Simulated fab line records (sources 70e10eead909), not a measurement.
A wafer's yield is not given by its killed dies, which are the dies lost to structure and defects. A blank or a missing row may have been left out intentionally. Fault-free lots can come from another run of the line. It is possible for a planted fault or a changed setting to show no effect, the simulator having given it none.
fab line records | flow nand-harc | part 2 of 2: steps 28 to 38 of 38
record lots=5 wafers=15 last-day=33
route steps=1302 shown P_ZERO_WELL@32 P_STI@69
lots that met no fault: taken from a fault-free run of the same line
start-h: hours from the record's opening day to when the first of the lot's shown wafers began | wait-h: how many hours have passed since the lot's step before this one | " as in the row above | L1.1+2: one row covering several wafers at once | - either no value or no given start | * or withheld: withheld | < > ~ a bound
route shown NAME@n: NAME is a module with steps in the file, n the number in the route of the first one | usual: average and standard deviation across the fault-free wafers | same: alike in all rows | chamber/n: place in a boat | sites: per-site readings | _std_site: the standard deviation of these | _edge_site: mean of outer sites minus mean of inner sites | radius-mm: how far each site lies from the wafer's centre | mask NAME#n: copy n | behind: the last tool/chamber to shape the wafer | hold: cause of the lot's hold/its duration in hours/its outcome | device: which transistor (n, p or np) failed to switch | end of line: tests of these same wafers at the route's end | step lacking rows: just its recipe | killed: dies that structure and defects cost at the first sort, which is not the same as the wafer's yield | map: per-die view of a wafer (x killed, . not killed, _ where there is no die)
set.NAME: setting as actually run; set.NAME@STEP: the setting as run at that earlier step | model.NAME: the simulator's own value behind a step, which no gauge read
lots at selected steps of the route; one table per step, one row per wafer
services: from which hour (start-h, from the record's first day; less than 0 if before it) a tool's chamber was out of use, for how many hours, and why
## steps
# step NHARC_P_ZERO_WELL_CD_MEAS_52
# recipe target-cd-nm=2000 landing-energy-ev=500
# usual cd-nm=1999.1/1.5
# columns lot.wafer tool chamber start-h wait-h cd-nm
L079.1 cd-sem-01 0 75.75 - 2000.8
L079.3 " 0 " " 2000.2
L079.6 " 0 " " 1997.7
L083.1 cd-sem-02 0 115.75 - 1997.7
L083.2 " 0 " " 1997.5
L083.5 " 0 " " 2000.7
L089.1 cd-sem-01 0 176.15 - 1998.5
L089.3 " 0 " " 1998.6
L089.4 " 0 " " 1998.8
L090.3 cd-sem-01 0 185.80 - 1998.3
L090.5 " 0 " " 1998.8
L090.6 " 0 " " 1998.4
L096.1 cd-sem-03 0 245.78 - 1999.1
L096.4 " 0 " " 1998.7
L096.5 " 0 " " 2002.1
# step NHARC_P_ZERO_WELL_HARDBAKE_53
# recipe temp-c=125 time-s=80
# usual exhaust-pa=44.8/0.82
# columns lot.wafer tool chamber start-h wait-h exhaust-pa
L079.1 litho-track-05 0 75.83 - 45.0
L079.3 " 0 " " 44.7
L079.6 " 0 " " 44.5
L083.1 litho-track-05 0 115.83 - 45.0
L083.2 " 0 " " 47.4
L083.5 " 0 " " 45.5
L089.1 litho-track-03 0 176.23 - 44.9
L089.3 " 0 " " 45.3
L089.4 " 0 " " 46.2
L090.3 litho-track-03 0 185.88 - 44.3
L090.5 " 0 " " 45.2
L090.6 " 0 " " 44.3
L096.1 litho-track-07 0 245.86 - 44.7
L096.4 " 0 " " 44.4
L096.5 " 0 " " 44.9
# step NHARC_P_ZERO_WELL_DESCUM_54
# recipe time-s=3 o2-flow-sccm=200 ar-flow-sccm=0 bias-power-w=0 chemistry=O2
# usual drypump-motor-current-A=6.0/0.33 mfc-ar-sccm=0.016/0.014 oes-product-au=0.999/0.014 rf-vpp-V=57.7/0.92 showerhead-plenum-p-Torr=1.89/0.074 throttle-valve-pct=11.312/0.0088
# columns lot.wafer tool chamber start-h wait-h drypump-motor-current-A mfc-ar-sccm oes-product-au rf-hours-counter-h rf-vpp-V showerhead-plenum-p-Torr throttle-valve-pct
L079.1 rie-diel-09 3 75.91 - 5.8 0.035 0.986 37 56.9 1.94 11.306
L079.3 " 2 " " 6.1 0.019 1.007 38 57.4 1.83 11.318
L079.6 " 3 " " 5.8 0.035 0.976 - 58.9 1.94 11.301
L083.1 rie-diel-02 0 115.99 - 6.1 0.016 0.994 21 56.8 1.77 11.325
L083.2 " 1 " " 5.8 0.026 1.010 10 58.5 1.99 11.316
L083.5 " 2 " " 6.5 0 1.009 - 56.4 1.78 11.319
L089.3 rie-diel-02 2 176.31 - 6.5 0 1.003 43 56.7 1.77 11.305
L089.4 " 3 " " 5.5 0.001 0.980 43 56.2 1.87 11.312
L089.1 " 0 " " 6.1 0.016 0.989 36 56.4 1.76 11.322
L090.3 rie-diel-02 2 185.98 - 6.5 0 1.002 44 57.7 1.77 11.318
L090.5 " 1 " " 5.9 0.026 1.000 - 58.1 1.99 11.308
L090.6 " 2 " " 6.4 0 1.009 - 56.5 1.77 11.306
L096.4 rie-diel-09 3 245.94 - 5.8 0.035 1.006 27 57.9 1.93 11.301
L096.1 " 0 " " 6.0 0.015 1.024 27 58.3 1.91 11.310
L096.5 " 3 " " 5.8 0.035 0.996 - 57.5 1.93 11.301
# step NHARC_P_ZERO_WELL_IMPLANT_55
# recipe energy-kev=180 dose-cm2=8e+11 tilt-deg=7
# usual faraday-current-uA=10.13/0.2
# columns lot.wafer tool chamber start-h wait-h faraday-current-uA
L079.1 implanter-02 0 76.06 0.1 10.46
L079.3 " 0 " " 9.86
L079.6 " 0 " " 9.91
L083.1 implanter-02 0 116.11 0.1 10.01
L083.2 " 0 " " 9.75
L083.5 " 0 " " 10.48
L089.1 implanter-02 0 176.46 0.1 9.83
L089.3 " 0 " " 9.73
L089.4 " 0 " " 10.48
L090.3 implanter-02 0 186.17 0.2 10.46
L090.5 " 0 " " 10.36
L090.6 " 0 " " 10.28
L096.1 implanter-01 0 246.08 0.1 10.12
L096.4 " 0 " " 10.14
L096.5 " 0 " " 9.92
# step NHARC_P_ZERO_WELL_IMPLANT_61
# recipe energy-kev=30 dose-cm2=5e+11 tilt-deg=7
# usual faraday-current-uA=6.35/0.12
# columns lot.wafer tool chamber start-h wait-h faraday-current-uA
L079.1 implanter-02 0 76.23 0.1 6.49
L079.3 " 0 " " 6.30
L079.6 " 0 " " 6.20
L083.1 implanter-02 0 116.29 0.1 6.46
L083.2 " 0 " " 6.44
L083.5 " 0 " " 6.46
L089.1 implanter-02 0 176.64 0.2 6.52
L089.3 " 0 " " 6.10
L089.4 " 0 " " 6.25
L090.3 implanter-02 0 186.36 0.2 6.34
L090.5 " 0 " " 6.29
L090.6 " 0 " " 6.47
L096.1 implanter-01 0 246.26 0.1 6.46
L096.4 " 0 " " 6.48
L096.5 " 0 " " 6.22
# step NHARC_P_ZERO_WELL_STRIP_56
# recipe time-s=840 temp-c=130 chemistry=SPM
# usual bath-guard-temp-C=130.3/0.61
# columns lot.wafer tool chamber start-h wait-h bath-guard-temp-C
L079.6 wet-bench-03 6 76.47 0.0 130.5
L079.3 " 7 " " 130.3
L079.1 " 0 " " 129.7
L083.5 wet-bench-05 7 116.50 0.1 130.2
L083.1 " 0 " " 129.5
L083.2 " 4 " " 128.9
L089.4 wet-bench-03 5 176.86 0.1 130.5
L089.1 " 6 " " 130.6
L089.3 " 2 " " 130.7
L090.5 wet-bench-02 1 186.51 0.1 130.7
L090.3 " 2 " " 129.4
L090.6 " 4 " " 130.5
L096.5 wet-bench-05 5 246.48 0.1 129.4
L096.1 " 1 " " 129.3
L096.4 " 2 " " 130.7
# step NHARC_P_ZERO_WELL_PRECLEAN_68
# recipe time-s=60 temp-c=50 bath-age-min=0 chemistry=SC1
# usual bath-guard-temp-C=50.2/0.59 nh4oh-flow-mL-min=28.30/0.097
# columns lot.wafer tool chamber start-h wait-h bath-guard-temp-C nh4oh-flow-mL-min
L079.6 wet-bench-03 6 - - 50.3 28.37
L079.3 " 7 " " 50.7 28.12
L079.1 " 0 " " 49.5 28.38
L083.5 wet-bench-05 7 - - 49.8 28.43
L083.1 " 0 " " 49.9 28.30
L083.2 " 4 " " 49.3 28.30
L089.4 wet-bench-03 5 - - 50.4 28.15
L089.1 " 6 " " 50.2 27.96
L089.3 " 2 " " 51.0 28.22
L090.5 wet-bench-02 1 - - 50.6 28.31
L090.3 " 2 " " 49.4 28.31
L090.6 " 4 " " 51.0 28.40
L096.5 wet-bench-05 5 - - 49.7 28.47
L096.1 " 1 " " 49.9 28.37
L096.4 " 2 " " 50.4 28.44
# step NHARC_P_ZERO_WELL_SRD_69
# columns lot.wafer tool chamber start-h wait-h
L079.6+3+1 wet-bench-03 6,7,0 - -
L083.5+1+2 wet-bench-05 7,0,4 - -
L089.4+1+3 wet-bench-03 5,6,2 - -
L090.5+3+6 wet-bench-02 1,2,4 - -
L096.5+1+4 wet-bench-05 5,1,2 - -
# step NHARC_P_ZERO_WELL_RTA_42
# recipe temp-c=1100 time-s=300
# usual lamp-power-pct=38/3.8 wafer_temp_C_max=1107.5/2.6
# columns lot.wafer tool chamber start-h wait-h lamp-power-pct wafer_temp_C_max
L079.1 rtp-anneal-01 0 76.89 - 34 1110.4
L079.3 " 0 " " 34 1109.3
L079.6 " 0 " " 34 1109.7
L083.1 rtp-anneal-01 0 116.94 - 34 1109.8
L083.2 " 0 " " 34 1109.2
L083.5 " 0 " " 34 1106.8
L089.1 rtp-anneal-02 0 177.30 - 42 1104.8
L089.3 " 0 " " 42 1105.4
L089.4 " 0 " " 42 1104.7
L090.3 rtp-anneal-02 0 187.16 - 42 1104.5
L090.5 " 0 " " 42 1105.7
L090.6 " 0 " " 42 1104.5
L096.1 rtp-anneal-02 0 246.91 - 42 1105.0
L096.4 " 0 " " 42 1104.8
L096.5 " 0 " " 42 1103.6
# step NHARC_P_ZERO_WELL_INSPECT_43
# usual raw-defect-count=13/5.8
# columns lot.wafer tool chamber start-h wait-h raw-defect-count
L079.1 defect-inspect-02 - 77.56 0.6 27
L079.3 " - " " 17
L079.6 " - " " 34
L083.1 defect-inspect-01 - 117.60 0.6 9
L083.2 " - " " 15
L083.5 " - " " 22
L089.1 defect-inspect-02 - 177.97 0.6 15
L089.3 " - " " 15
L089.4 " - " " 12
L090.3 defect-inspect-01 - 187.62 0.4 21
L090.5 " - " " 9
L090.6 " - " " 19
L096.1 defect-inspect-01 - 247.60 0.6 23
L096.4 " - " " 17
L096.5 " - " " 16
# step NHARC_P_STI_ETCH_26
# recipe target-depth-a=110 chemistry=dHF material=SiO2
# columns lot.wafer tool chamber start-h wait-h
L079.3+1+6 wet-bench-06 2,3,6 77.61 0.0
L083.1+5+2 wet-bench-06 3,4,5 117.68 0.1
L089.1+3+4 wet-bench-04 3,4,7 178.02 0.1
L090.3+6+5 wet-bench-06 2,3,4 187.71 0.1
L096.5+1+4 wet-bench-09 1,2,4 247.66 0.1
## services
# columns tool chamber start-h hours kind
rie-diel-02 1 58.38 36.9 repair
rie-diel-02 0 60.90 4.3 repair
wet-bench-02 - 68.00 8.0 pm
krf-scanner-04 - 69.04 1.1 repair
litho-track-07 - 76.00 7.0 pm
implanter-02 - 80.80 4.9 repair
wet-bench-05 - 84.82 8.0 pm
rie-diel-09 - 98.19 0.7 repair
litho-track-03 - 100.00 7.0 pm
rie-diel-09 - 101.34 1.3 repair
litho-track-05 - 124.00 7.0 pm
krf-scanner-04 - 141.51 0.5 repair
rie-diel-09 - 143.14 9.0 pm
implanter-02 - 146.52 13.0 pm
implanter-02 - 170.76 4.2 repair
rie-diel-02 1 177.08 2.9 repair
implanter-02 - 179.05 1.5 repair
krf-scanner-04 - 184.30 4.0 pm
krf-scanner-04 - 198.22 0.7 repair
wet-bench-03 - 210.40 8.0 pm
implanter-01 - 220.08 1.9 repair
implanter-01 - 229.18 1.8 repair
wet-bench-02 - 244.00 8.0 pm
krf-scanner-04 - 244.76 0.4 repair
